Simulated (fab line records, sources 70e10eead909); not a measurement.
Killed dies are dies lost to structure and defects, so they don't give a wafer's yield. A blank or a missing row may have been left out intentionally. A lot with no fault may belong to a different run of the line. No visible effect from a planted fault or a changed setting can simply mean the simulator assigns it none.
Matching of chambers + flow nand-harc + NHARC_P_BONDPAD_ETCH_37 on rie-diel-12 has 4 sister chambers
The step etches the open film in N2/H2, target depth 60 nm, overetch 18 nm, time 65.91 s. 18 wafers are shown with their chamber, then 9 later ones without.

## WAFERS PAIRED WITH THEIR CHAMBERS
| wafer  | chamber | showerhead-plenum-p-Torr (Torr) | drypump-motor-current-A (A) | rf-vpp-V (V) |
|--------|---------|---------------------------------|-----------------------------|--------------|
| L074.1 | 1       | 2.07                            | 4.8                         | 432.9        |
| L074.2 | 2       | 2.02                            | 6.2                         | 430.0        |
| L074.5 | 3       | 1.95                            | 6.2                         | 428.0        |
| L075.2 | 3       | 1.95                            | 6.2                         | 427.7        |
| L075.4 | 0       | 2.12                            | 5.7                         | 433.4        |
| L075.5 | 0       | 2.12                            | 5.7                         | 432.4        |
| L079.1 | 2       | 2.02                            | 6.2                         | 429.9        |
| L079.3 | 0       | 2.12                            | 5.7                         | 432.4        |
| L079.4 | 1       | 2.07                            | 4.9                         | 430.9        |
| L080.3 | 1       | 2.07                            | 4.9                         | 431.4        |
| L080.5 | 1       | 2.07                            | 4.9                         | 431.7        |
| L080.6 | 2       | 2.02                            | 6.2                         | 429.9        |
| L084.2 | 2       | 2.01                            | 6.2                         | 429.3        |
| L084.4 | 3       | 1.95                            | 6.3                         | 428.2        |
| L084.6 | 1       | 2.07                            | 4.9                         | 430.7        |
| L086.3 | 3       | 1.95                            | 6.3                         | 428.7        |
| L086.4 | 2       | 2.01                            | 6.2                         | 430.0        |
| L086.6 | 3       | 1.95                            | 6.2                         | 428.0        |

SIGNATURES (averages over the wafers above)
| reading                  | chamber 0 | chamber 1 | chamber 2 | chamber 3 | scatter within a chamber |
|--------------------------|-----------|-----------|-----------|-----------|--------------------------|
| showerhead-plenum-p-Torr | 2.1200    | 2.0700    | 2.0160    | 1.9500    | 0.00293                  |
| drypump-motor-current-A  | 5.700     | 4.880     | 6.200     | 6.240     | 0.0378                   |
| rf-vpp-V                 | 432.733   | 431.520   | 429.820   | 428.120   | 0.571                    |
Rule: distance of a wafer from a chamber = root of the sum over the readings of ((wafer's reading minus chamber's mean) / reading's scatter) squared. If the next closest chamber is less than 2 further off than the closest, the wafer can't be placed; otherwise it belongs to the closest. The scatter: the root of (the sum of the squares of (reading less its chamber's mean) over the shown wafers, divided by (wafers less chambers)).

## WAFERS MISSING THEIR CHAMBER
| wafer  | showerhead-plenum-p-Torr (Torr) | drypump-motor-current-A (A) | rf-vpp-V (V) |
|--------|---------------------------------|-----------------------------|--------------|
| L087.2 | 2.12                            | 5.7                         | 434.3        |
| L087.5 | 2.01                            | 6.2                         | 430.3        |
| L087.6 | 1.95                            | 6.3                         | 427.4        |
| L091.2 | 1.95                            | 6.2                         | 428.9        |
| L091.3 | 2.01                            | 6.2                         | 430.4        |
| L091.6 | 2.07                            | 4.9                         | 430.6        |
| L095.2 | 2.01                            | 6.2                         | 430.4        |
| L095.3 | 2.07                            | 4.8                         | 432.3        |
| L095.5 | 2.07                            | 4.8                         | 431.1        |

## EACH ONE'S CHAMBER
| wafer  | from the rows above | in truth |
|--------|---------------------|----------|
| L087.2 | 0                   | 0        |
| L087.5 | 2                   | 2        |
| L087.6 | 3                   | 3        |
| L091.2 | 3                   | 3        |
| L091.3 | 2                   | 2        |
| L091.6 | 1                   | 1        |
| L095.2 | 2                   | 2        |
| L095.3 | 1                   | 1        |
| L095.5 | 1                   | 1        |
Placed correctly: 9 of 9. Not placeable from these rows: 0. Placed wrongly: 0.
